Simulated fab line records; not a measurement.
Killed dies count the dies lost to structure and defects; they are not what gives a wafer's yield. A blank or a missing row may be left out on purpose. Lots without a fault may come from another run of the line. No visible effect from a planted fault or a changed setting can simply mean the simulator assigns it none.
Lot-split experiment	flow n5_finfet	7 lots, 39 wafers read, on a route of 1938 steps

== THE SPLIT ==
At N5_MOL_CONTACT_COAG_VIA_ETCH_46 (etches SiO2 in C4F6/O2, target depth 46 nm, overetch 9.2 nm, time 40 s), the setting bias_w was moved away from the recipe's 455 W on 18 of the 39 wafers read, by -15.5% to +10.2%. For the rest of the wafers, this setting stayed at what the recipe calls for.

The reading comes from the split's own step.

== THE READING ==
rf_vpp_V, in V, at N5_MOL_CONTACT_COAG_VIA_ETCH_46 (etches SiO2 in C4F6/O2, target depth 46 nm, overetch 9.2 nm, time 40 s). On this fab line, fault-free wafers typically give 1573 V with a standard deviation of 27 V.

wafer	tool, chamber at the split	bias_w as run, W	against the recipe	rf_vpp_V, V	against lot-mates on the recipe
L076.1	rie_diel-03, 2	455	recipe	1541	-
L076.2	rie_diel-03, 1	501.3	+10.2%	1669	+110
L076.3	rie_diel-03, 3	501.3	+10.2%	1747	+188
L076.4	rie_diel-03, 0	501.3	+10.2%	1700	+141
L076.5	rie_diel-03, 0	455	recipe	1582	-
L076.6	rie_diel-03, 1	455	recipe	1553	-
L077.1	rie_diel-01, 2	455	recipe	1622	-
L077.2	rie_diel-01, 0	455	recipe	1540	-
L077.3	rie_diel-01, 3	491.8	+8.1%	1667	+97
L077.4	rie_diel-01, 1	455	recipe	1549	-
L077.5	rie_diel-01, 1	491.8	+8.1%	1642	+72
L077.6	rie_diel-01, 0	491.8	+8.1%	1631	+61
L085.1	rie_diel-01, 0	418.2	-8.1%	1445	-136
L085.2	rie_diel-01, 1	455	recipe	1549	-
L085.3	rie_diel-01, 3	455	recipe	1574	-
L085.4	rie_diel-01, 2	418.2	-8.1%	1524	-57
L085.5	rie_diel-01, 2	455	recipe	1621	-
L085.6	rie_diel-01, 1	418.2	-8.1%	1455	-126
L086.1	rie_diel-03, 2	455	recipe	1540	-
L086.2	rie_diel-03, 3	455	recipe	1627	-
L086.3	rie_diel-03, 1	386.1	-15.1%	1372	-211
L086.4	rie_diel-03, 0	455	recipe	1581	-
L086.5	rie_diel-03, 0	386.1	-15.1%	1399	-184
L086.6	rie_diel-03, 3	386.1	-15.1%	1437	-146
L091.1	rie_diel-03, 3	455	recipe	1625	-
L091.2	rie_diel-03, 0	384.5	-15.5%	1393	-179
L091.3	rie_diel-03, 2	455	recipe	1539	-
L091.4	rie_diel-03, 1	384.5	-15.5%	1368	-204
L091.5	rie_diel-03, 0	384.5	-15.5%	1394	-178
L091.6	rie_diel-03, 1	455	recipe	1552	-
L094.1	rie_diel-03, 0	455	recipe	1581	-
L094.2	rie_diel-03, 3	455	recipe	1626	-
L094.5	rie_diel-03, 0	455	recipe	1583	-
L095.1	rie_diel-05, 3	455	recipe	1576	-
L095.2	rie_diel-05, 2	455	recipe	1586	-
L095.3	rie_diel-05, 0	422.5	-7.1%	1468	-112
L095.4	rie_diel-05, 1	422.5	-7.1%	1492	-88
L095.5	rie_diel-05, 2	422.5	-7.1%	1502	-78
L095.6	rie_diel-05, 1	455	recipe	1577	-

THE FIT
A straight line over all 39 wafers: rf_vpp_V changes by +11.8 V for each +1% of bias_w; r = +0.95; the points scatter about the line by 30 V.
The same after taking each lot's own level away (the mean of its wafers on the recipe; 39 wafers): +12.2 V for each +1%; r = +0.95; scatter 29 V.
According to that fit, moving bias_w by its largest amount changes the reading by 1.9e+02 V.
The span of the lots' own levels, 1558.7 to 1596.7 V, comes to 1.4 times the standard deviation stated above.
Consequently the slope shifts little with the lot-to-lot level, the two slopes agreeing.
Check: for one of the wafers moved furthest among these (-15.5%), held out of the fit, the line's prediction against its lot-mates is -192 V. Against them it came out at -179 V.
Tool readings at the split's step, against how far the setting was moved: rf_vpp_V r = +0.95.

== FURTHER SPLITS ON THESE WAFERS ==
Before the reading, these wafers also passed through other splits. Each is held against what the fit with the lots' levels taken away leaves over:
other split on the same wafers	wafers away from the commonest value	r with rf_vpp_V (lot level and that fit taken away)
N5_DUMMY_GATE_ETCH_37 source_w	18	-0.22
N5_HKMG_FIN_ETCH_55 time_s	15	+0.09
N5_HKMG_FIN_CVD_62 temp_c	18	+0.16

== THE FILE'S OWN FIT ==
rf_vpp_V changes by +12.3 V for each +1% of bias_w, r = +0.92.
